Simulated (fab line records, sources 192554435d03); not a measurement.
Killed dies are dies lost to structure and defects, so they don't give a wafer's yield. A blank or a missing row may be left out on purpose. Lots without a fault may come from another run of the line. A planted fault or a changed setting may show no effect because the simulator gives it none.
Chamber matching | flow n5_finfet | N5_BEOL_M0_SAQP_ETCH_88 on rie_diel-03: 4 sister chambers
The step etches underlayer in N2/H2, target depth 6.5 nm, time 5.2 s. 18 wafers are shown with their chamber, then 9 later ones without.

WAFERS WITH THEIR CHAMBER
wafer  | chamber | showerhead_plenum_p_Torr (Torr) | throttle_valve_pct (%) | oes_product_au (a.u.)
L074.2 | 2       | 2.43                            | 17.55                  | 0.66
L074.3 | 0       | 2.56                            | 18.05                  | 0.64
L074.4 | 3       | 2.62                            | 17.90                  | 0.62
L075.3 | 0       | 2.55                            | 18.06                  | 0.63
L075.5 | 0       | 2.55                            | 18.05                  | 0.63
L075.6 | 1       | 2.52                            | 17.84                  | 0.79
L077.2 | 1       | 2.52                            | 17.87                  | 0.78
L077.5 | 2       | 2.42                            | 17.55                  | 0.66
L077.6 | 3       | 2.62                            | 17.93                  | 0.61
L084.3 | 1       | 2.51                            | 17.88                  | 0.76
L084.4 | 2       | 2.42                            | 17.60                  | 0.65
L084.5 | 2       | 2.42                            | 17.58                  | 0.65
L088.1 | 3       | 2.61                            | 17.94                  | 0.60
L088.2 | 1       | 2.51                            | 17.91                  | 0.76
L088.4 | 2       | 2.42                            | 17.58                  | 0.64
L091.1 | 3       | 2.61                            | 17.96                  | 0.59
L091.3 | 0       | 2.54                            | 18.11                  | 0.61
L091.4 | 2       | 2.41                            | 17.60                  | 0.64

SIGNATURES (means of the wafers above)
reading                  | chamber 0 | chamber 1 | chamber 2 | chamber 3 | scatter within a chamber
showerhead_plenum_p_Torr | 2.5500    | 2.5150    | 2.4200    | 2.6150    | 0.00655
throttle_valve_pct       | 18.0675   | 17.8750   | 17.5767   | 17.9325   | 0.0259
oes_product_au           | 0.6275    | 0.7725    | 0.6500    | 0.6050    | 0.0121
Rule: a wafer's distance from a chamber is the root of the sum, over the readings, of the square of ((its reading less the chamber's mean) divided by the reading's scatter). The wafer belongs to the nearest chamber; if the next one is less than 2 further off, it can't be placed. The scatter: the root of (the sum of the squares of (reading less its chamber's mean) over the shown wafers, divided by (wafers less chambers)).

WAFERS WITHOUT THEIR CHAMBER
wafer  | showerhead_plenum_p_Torr (Torr) | throttle_valve_pct (%) | oes_product_au (a.u.)
L094.2 | 2.41                            | 17.60                  | 0.63
L094.3 | 2.54                            | 18.11                  | 0.61
L094.5 | 2.50                            | 17.90                  | 0.74
L095.1 | 2.61                            | 17.98                  | 0.59
L095.2 | 2.50                            | 17.91                  | 0.74
L095.4 | 2.41                            | 17.61                  | 0.64
L097.2 | 2.50                            | 17.94                  | 0.73
L097.3 | 2.41                            | 17.61                  | 0.63
L097.6 | 2.41                            | 17.62                  | 0.64

WHICH CHAMBER EACH WENT THROUGH
wafer  | from the rows above | in truth
L094.2 | 2                   | 2
L094.3 | 0                   | 0
L094.5 | 1                   | 1
L095.1 | 3                   | 3
L095.2 | 1                   | 1
L095.4 | 2                   | 2
L097.2 | 1                   | 1
L097.3 | 2                   | 2
L097.6 | 2                   | 2
Placed correctly: 9 of 9. Can't be placed from these rows: 0. Placed wrongly: 0.
